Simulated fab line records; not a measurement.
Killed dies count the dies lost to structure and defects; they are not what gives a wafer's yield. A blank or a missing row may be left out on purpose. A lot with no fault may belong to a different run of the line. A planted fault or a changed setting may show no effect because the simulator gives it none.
Chamber matching | flow nand_harc | NHARC_P_GATE_DESCUM_93 on rie_diel-02: 4 sister chambers
The step chemistry O2, time 3 s. 18 wafers are shown with their chamber, then 9 later ones without.

== WAFERS PAIRED WITH THEIR CHAMBERS ==
wafer  | chamber | showerhead_plenum_p_Torr (Torr) | oes_product_au (a.u.) | throttle_valve_pct (%)
L519.1 | 2       | 1.80                            | 1.003                 | 11.307
L519.3 | 1       | 1.97                            | 1.004                 | 11.307
L519.6 | 3       | 2.01                            | 0.991                 | 11.330
L522.3 | 1       | 1.97                            | 1.008                 | 11.321
L522.5 | 2       | 1.80                            | 1.016                 | 11.303
L522.6 | 1       | 1.97                            | 1.005                 | 11.302
L523.1 | 3       | 2.01                            | 0.989                 | 11.306
L523.2 | 0       | 2.04                            | 0.990                 | 11.304
L523.3 | 1       | 1.97                            | 0.997                 | 11.307
L525.4 | 1       | 1.97                            | 0.995                 | 11.312
L525.5 | 3       | 2.01                            | 1.000                 | 11.323
L525.6 | 0       | 2.04                            | 0.990                 | 11.303
L524.1 | 3       | 2.01                            | 1.002                 | 11.293
L524.5 | 3       | 2.01                            | 0.994                 | 11.329
L524.6 | 0       | 2.04                            | 0.997                 | 11.310
L537.2 | 1       | 1.96                            | 1.009                 | 11.307
L537.3 | 2       | 1.79                            | 1.006                 | 11.313
L537.6 | 2       | 1.79                            | 1.011                 | 11.307

SIGNATURES (averages over the wafers above)
reading                  | chamber 0 | chamber 1 | chamber 2 | chamber 3 | scatter within a chamber
showerhead_plenum_p_Torr | 2.0400    | 1.9683    | 1.7950    | 2.0100    | 0.00362
oes_product_au           | 0.99233   | 1.00300   | 1.00900   | 0.99520   | 0.0055
throttle_valve_pct       | 11.30567  | 11.30933  | 11.30750  | 11.31620  | 0.00977
Rule: a wafer's distance from a chamber is the root of the sum, over the readings, of the square of ((its reading less the chamber's mean) divided by the reading's scatter). The wafer belongs to the nearest chamber; if the next one is less than 2 further off, it can't be placed. The scatter: take each reading less its chamber's mean, square it, sum over the shown wafers, divide by the number of wafers less the number of chambers, and take the root.

== WAFERS WITH NO CHAMBER GIVEN ==
wafer  | showerhead_plenum_p_Torr (Torr) | oes_product_au (a.u.) | throttle_valve_pct (%)
L538.1 | 1.79                            | 1.010                 | 11.296
L538.3 | 2.03                            | 1.012                 | 11.323
L538.5 | 2.00                            | 0.998                 | 11.319
L540.1 | 2.00                            | 0.991                 | 11.306
L540.3 | 2.03                            | 1.003                 | 11.303
L540.4 | 1.79                            | 1.002                 | 11.315
L541.2 | 2.03                            | 0.994                 | 11.302
L541.3 | 1.79                            | 1.003                 | 11.305
L541.6 | 1.79                            | 0.998                 | 11.298

== CHAMBER TAKEN BY EACH ==
wafer  | from the rows above     | in truth
L538.1 | 2                       | 2
L538.3 | can't be placed: 0 or 3 | 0
L538.5 | 3                       | 3
L540.1 | 3                       | 3
L540.3 | 0                       | 0
L540.4 | 2                       | 2
L541.2 | 0                       | 0
L541.3 | 2                       | 2
L541.6 | 2                       | 2
Placed correctly: 8 of 9. From these rows, 1 cannot be placed; in 1 the true chamber is one of the candidates. 0 placed wrongly.
